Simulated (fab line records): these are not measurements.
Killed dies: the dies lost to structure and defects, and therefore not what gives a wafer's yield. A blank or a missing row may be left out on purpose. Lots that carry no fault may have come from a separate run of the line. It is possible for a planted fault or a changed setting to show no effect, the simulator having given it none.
Matching of chambers / flow n5-finfet / 4 sister chambers for N5_PMOS_HMC_CHANNEL_EPI_STRIP_33 on rie-diel-05
The step strips in N2/H2. 16 wafers are shown with their chamber, then 8 later ones without.

## EACH WAFER AND ITS CHAMBER
wafer=L079.3; chamber=3; drypump-motor-current-A (A)=6.4; showerhead-plenum-p-Torr (Torr)=3.36; oes-product-au (a.u.)=0.78
wafer=L079.5; chamber=2; drypump-motor-current-A (A)=6.2; showerhead-plenum-p-Torr (Torr)=3.32; oes-product-au (a.u.)=0.68
wafer=L079.6; chamber=3; drypump-motor-current-A (A)=6.4; showerhead-plenum-p-Torr (Torr)=3.36; oes-product-au (a.u.)=0.79
wafer=L081.1; chamber=0; drypump-motor-current-A (A)=5.8; showerhead-plenum-p-Torr (Torr)=3.34; oes-product-au (a.u.)=0.73
wafer=L081.3; chamber=3; drypump-motor-current-A (A)=6.4; showerhead-plenum-p-Torr (Torr)=3.36; oes-product-au (a.u.)=0.79
wafer=L081.6; chamber=3; drypump-motor-current-A (A)=6.4; showerhead-plenum-p-Torr (Torr)=3.36; oes-product-au (a.u.)=0.79
wafer=L082.1; chamber=1; drypump-motor-current-A (A)=5.3; showerhead-plenum-p-Torr (Torr)=3.44; oes-product-au (a.u.)=0.97
wafer=L082.3; chamber=2; drypump-motor-current-A (A)=6.2; showerhead-plenum-p-Torr (Torr)=3.32; oes-product-au (a.u.)=0.69
wafer=L082.4; chamber=0; drypump-motor-current-A (A)=5.8; showerhead-plenum-p-Torr (Torr)=3.33; oes-product-au (a.u.)=0.71
wafer=L084.1; chamber=1; drypump-motor-current-A (A)=5.4; showerhead-plenum-p-Torr (Torr)=3.44; oes-product-au (a.u.)=0.93
wafer=L084.2; chamber=3; drypump-motor-current-A (A)=6.4; showerhead-plenum-p-Torr (Torr)=3.36; oes-product-au (a.u.)=0.78
wafer=L084.4; chamber=2; drypump-motor-current-A (A)=6.2; showerhead-plenum-p-Torr (Torr)=3.31; oes-product-au (a.u.)=0.68
wafer=L085.2; chamber=0; drypump-motor-current-A (A)=5.8; showerhead-plenum-p-Torr (Torr)=3.33; oes-product-au (a.u.)=0.71
wafer=L085.3; chamber=2; drypump-motor-current-A (A)=6.2; showerhead-plenum-p-Torr (Torr)=3.31; oes-product-au (a.u.)=0.67
wafer=L085.6; chamber=2; drypump-motor-current-A (A)=6.2; showerhead-plenum-p-Torr (Torr)=3.31; oes-product-au (a.u.)=0.68
wafer=L086.1; chamber=1; drypump-motor-current-A (A)=5.3; showerhead-plenum-p-Torr (Torr)=3.44; oes-product-au (a.u.)=0.94

SIGNATURES (averages over the wafers above)
reading=drypump-motor-current-A; chamber 0=5.800; chamber 1=5.333; chamber 2=6.200; chamber 3=6.400; scatter within a chamber=0.0236
reading=showerhead-plenum-p-Torr; chamber 0=3.3333; chamber 1=3.4400; chamber 2=3.3140; chamber 3=3.3600; scatter within a chamber=0.00394
reading=oes-product-au; chamber 0=0.7167; chamber 1=0.9467; chamber 2=0.6800; chamber 3=0.7860; scatter within a chamber=0.011
Rule: for a wafer and a chamber, the distance is found by dividing, reading by reading, the gap between the wafer's reading and the chamber's mean by the reading's scatter, squaring, summing and taking the root. If the next closest chamber is less than 2 further off than the closest, the wafer can't be placed; otherwise it belongs to the closest. The scatter: the root of (the sum of the squares of (reading less its chamber's mean) over the shown wafers, divided by (wafers less chambers)).

## WAFERS WHOSE CHAMBER IS MISSING
wafer=L086.4; drypump-motor-current-A (A)=5.8; showerhead-plenum-p-Torr (Torr)=3.33; oes-product-au (a.u.)=0.71
wafer=L086.6; drypump-motor-current-A (A)=5.4; showerhead-plenum-p-Torr (Torr)=3.44; oes-product-au (a.u.)=0.94
wafer=L087.2; drypump-motor-current-A (A)=6.2; showerhead-plenum-p-Torr (Torr)=3.31; oes-product-au (a.u.)=0.68
wafer=L087.3; drypump-motor-current-A (A)=5.4; showerhead-plenum-p-Torr (Torr)=3.43; oes-product-au (a.u.)=0.94
wafer=L087.5; drypump-motor-current-A (A)=6.2; showerhead-plenum-p-Torr (Torr)=3.31; oes-product-au (a.u.)=0.69
wafer=L093.1; drypump-motor-current-A (A)=5.4; showerhead-plenum-p-Torr (Torr)=3.43; oes-product-au (a.u.)=0.91
wafer=L093.3; drypump-motor-current-A (A)=5.8; showerhead-plenum-p-Torr (Torr)=3.32; oes-product-au (a.u.)=0.70
wafer=L093.5; drypump-motor-current-A (A)=5.4; showerhead-plenum-p-Torr (Torr)=3.43; oes-product-au (a.u.)=0.90

## THE CHAMBER EACH PASSED THROUGH
wafer=L086.4; from the rows above=0; in truth=0
wafer=L086.6; from the rows above=1; in truth=1
wafer=L087.2; from the rows above=2; in truth=2
wafer=L087.3; from the rows above=1; in truth=1
wafer=L087.5; from the rows above=2; in truth=2
wafer=L093.1; from the rows above=1; in truth=1
wafer=L093.3; from the rows above=0; in truth=0
wafer=L093.5; from the rows above=1; in truth=1
8 of 8 placed correctly. Not placeable from these rows: 0. 0 placed wrongly.
